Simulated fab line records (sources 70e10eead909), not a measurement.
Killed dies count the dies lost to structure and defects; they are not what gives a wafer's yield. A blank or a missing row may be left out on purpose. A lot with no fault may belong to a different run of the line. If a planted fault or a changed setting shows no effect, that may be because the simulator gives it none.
The tool behind it: which one? :: flow nand harc :: 6 lots with 18 wafers sampled at 3 steps, on a route of 1302 steps

WHAT THE GAUGES READ, wafer by wafer
NHARC_P_M1_INSPECT_27.
lot: L604
measured: day 7 15:50
on: defect inspect-01
raw defect count: 404 299 568

lot: L607
measured: day 8 21:13
on: defect inspect-01
raw defect count: 390 282 382

lot: L612
measured: day 10 22:53
on: defect inspect-01
raw defect count: 206 205 159

lot: L616
measured: day 12 12:13
on: defect inspect-02
raw defect count: 324 303 400

lot: L622
measured: day 14 21:13
on: defect inspect-01
raw defect count: 268 544 165

lot: L624
measured: day 15 23:08
on: defect inspect-01
raw defect count: 265 158 317

EACH LOT AND THE TOOL THAT RAN IT (in order: tool; ch and the chambers of the sampled wafers; start)
lot: L604
NHARC_P_M1_ETCH_28: rie diel-05 ch 2,3, day 7 15:50 or earlier
NHARC_P_M1_PVD_20: pvd sputter-03, day 7 15:50 or earlier

lot: L607
NHARC_P_M1_ETCH_28: rie diel-09 ch 1,2,3, day 8 21:13 or earlier
NHARC_P_M1_PVD_20: pvd sputter-03, day 8 21:13 or earlier

lot: L612
NHARC_P_M1_ETCH_28: rie diel-09 ch 0,1, day 10 22:53 or earlier
NHARC_P_M1_PVD_20: pvd sputter-01, day 10 22:53 or earlier

lot: L616
NHARC_P_M1_ETCH_28: rie diel-05 ch 0,1,3, day 12 12:13 or earlier
NHARC_P_M1_PVD_20: pvd sputter-02, day 12 12:13 or earlier

lot: L622
NHARC_P_M1_ETCH_28: rie diel-09 ch 1,2,3, day 14 21:13 or earlier
NHARC_P_M1_PVD_20: pvd sputter-01, day 14 21:13 or earlier

lot: L624
NHARC_P_M1_ETCH_28: rie diel-09 ch 0,1, day 15 23:08 or earlier
NHARC_P_M1_PVD_20: pvd sputter-02, day 15 23:08 or earlier
- NHARC_P_M1_ETCH_28: etches the open film in CF4/N2, target depth 30 nm, time 72.99 s.
- NHARC_P_M1_PVD_20: deposits TaN, target thk 5 nm, time 8.06 s.

THE ANSWER, worked out from the rows above alone
Rule: what is usual is taken from the lots themselves. The widest of any qualifying gaps counts: lots, ordered by their means at a reading, are off when they make up no more than a third of the lots, leave a main group of 4 or more, and stand apart from it by 3 or more times the standard deviation of that group's means. The tables above print the reading to a certain number of digits; a main group whose means all agree to those digits is not used. A lot without any number at a reading at which 4 lots or more have one is off too. All remaining lots with rows at the step are treated as sound.
Across all readings shown, no lot is off: no conclusion can be drawn from this.

WHAT HAD BEEN PUT IN BY THE SIMULATOR
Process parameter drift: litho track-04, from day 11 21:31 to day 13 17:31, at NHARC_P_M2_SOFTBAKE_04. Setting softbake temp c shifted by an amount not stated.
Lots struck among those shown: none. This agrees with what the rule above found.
